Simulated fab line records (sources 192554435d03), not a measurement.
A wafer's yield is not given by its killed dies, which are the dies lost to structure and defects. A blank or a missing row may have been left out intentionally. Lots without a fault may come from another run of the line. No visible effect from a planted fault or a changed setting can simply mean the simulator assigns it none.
A lot that was struck, set against a sound lot + flow n5-finfet + 35 steps out of a route of 1938
Sound: the wafers L126.1, L126.2, L126.6. Wafers L132.2, L132.3, L132.5 were the ones struck. Last of all comes the cause.
Order at every step that has rows: each side's tool, ch and its chambers, its first start. Under that, the readings that differ: sound wafers + struck wafers + difference of the means + sigmas: that difference in standard deviations of wafers without a fault.
alike: a reading whose means differ by less than 2 such deviations, as well as words and numbers matching on both sides. not compared: withheld readings; readings where some wafer has no value; bounds like >300 that might hide an equal value; numbers whose values overlap and for which the record gives no deviation.
A row with sigmas, a row that says differs or no value, or rows on one side alone: a step with any of these is where the two part. When numbers do not overlap yet have no deviation, they are printed without sigmas and do not part them. A reading missing from all wafers of one side parts the sides only when that side holds two or more wafers.

first, 9 steps without rows for these wafers: N5_PMOS_HMC_CHANNEL_EPI_DEVELOP_08 (develop time 30 s); N5_PMOS_HMC_CHANNEL_EPI_DESCUM_14 (chemistry O2, time 7.9 s); N5_PMOS_HMC_CHANNEL_EPI_ETCH_32 (etches BARC in N2/H2, stops on SiO2, target depth 85.8 nm, time 50.3 s); N5_PMOS_HMC_CHANNEL_EPI_HM_OPEN_15 (chemistry CHF3/O2, target SiO2, target depth 40.6 nm, time 20.3 s); N5_PMOS_HMC_CHANNEL_EPI_STRIP_33 (strips in N2/H2); N5_PMOS_HMC_CHANNEL_EPI_STRIP_17 (strips in SPM, time 750 s); N5_PMOS_HMC_CHANNEL_EPI_ETCH_38 (etches SiO2 in CF4, target depth 1.5 nm); N5_PMOS_HMC_CHANNEL_EPI_FIN_RECESS_16 (chemistry HBr/Cl2, target Si, target depth 54 nm, time 18 s); N5_PMOS_HMC_CHANNEL_EPI_PRECLEAN_36 (cleans in O3/DIW, time 45 s).
N5_PMOS_HMC_CHANNEL_EPI_PRECLEAN_18: cleans in DHF, time 30 s.
  sound on wet-bench-05 ch 2,3,4, day 2 06:09; struck on wet-bench-06 ch 2,4,6, day 3 17:44
then, 24 steps without rows for these wafers: N5_PMOS_HMC_CHANNEL_EPI_SRD_19 (time 30 s); N5_PMOS_HMC_CHANNEL_EPI_EPI_20 (deposits SiGe30, target thk 59 nm); N5_PMOS_HMC_CHANNEL_EPI_HM_STRIP_35 (strips SiO2 in dHF, material SiO2, target depth 39.6 nm, time 216 s); N5_PMOS_HMC_CHANNEL_EPI_SRD_39 (time 30 s); N5_PMOS_HMC_CHANNEL_EPI_CMP_21 (polishes SiGe30, target thk 54 nm); N5_PMOS_HMC_CHANNEL_EPI_PRECLEAN_40 (cleans in DHF, time 30 s); N5_PMOS_HMC_CHANNEL_EPI_PRECLEAN_37 (cleans in O3/DIW, time 45 s); N5_PMOS_HMC_CHANNEL_EPI_PRECLEAN_24 (cleans in DHF, time 30 s); N5_PMOS_HMC_CHANNEL_EPI_SRD_25 (time 30 s); N5_PMOS_HMC_CHANNEL_EPI_EPI_26 (deposits Si from SiH4/H2, target thk 3.8 nm, time 22.7 s); N5_FIN_SAQP_PRECLEAN_42 (cleans in O3/DIW, time 60 s); N5_FIN_SAQP_PRECLEAN_00 (cleans in SC1, time 60 s); N5_FIN_SAQP_PRECLEAN_44 (cleans in SC2, time 45 s); N5_FIN_SAQP_SRD_01 (time 30 s); N5_FIN_SAQP_ALD_61 (deposits SiO2, target thk 4 nm, pulse time 1 s, purge time 2 s); N5_FIN_SAQP_DENSIFY_62 (time 60 s); N5_FIN_SAQP_HM_DEP_03 (deposits SiNx from SiH4/NH3/N2, target thk 38 nm, time 33.6 s); N5_FIN_SAQP_PECVD_47 (deposits a-Si from SiH4/He, target thk 45 nm, time 36.3 s); N5_FIN_SAQP_PECVD_48 (deposits SiNx from SiH4/NH3/N2, target thk 25 nm, time 22.1 s); N5_FIN_SAQP_PECVD_06 (deposits a-Si from SiH4/He, target thk 60 nm, time 48.1 s); N5_FIN_SAQP_HM_DEP_72 (deposits SiO2 from SiH4/N2O, target thk 12 nm, time 7.2 s); N5_FIN_SAQP_COAT_49 (time 60 s, resist thk 100 nm); N5_FIN_SAQP_COAT_50 (time 60 s, resist thk 35 nm); N5_FIN_SAQP_COAT_10 (resist thk 90 nm).
-- a jump in the record: the struck wafers' starts before and after are 11 days apart (it breaks off in module FIN_SAQP and resumes in module PASSIVATION, where the first step shown is number 1936 of the route) --
N5_PASSIVATION_PROBE_49:
  rows exist in the record for the struck wafers here (prober-02, day 14 15:04), but not for the sound ones

## WHERE THEY PART
At N5_PASSIVATION_PROBE_49 and nowhere else, as far as this record goes.

WHY: what had been put in by the simulator
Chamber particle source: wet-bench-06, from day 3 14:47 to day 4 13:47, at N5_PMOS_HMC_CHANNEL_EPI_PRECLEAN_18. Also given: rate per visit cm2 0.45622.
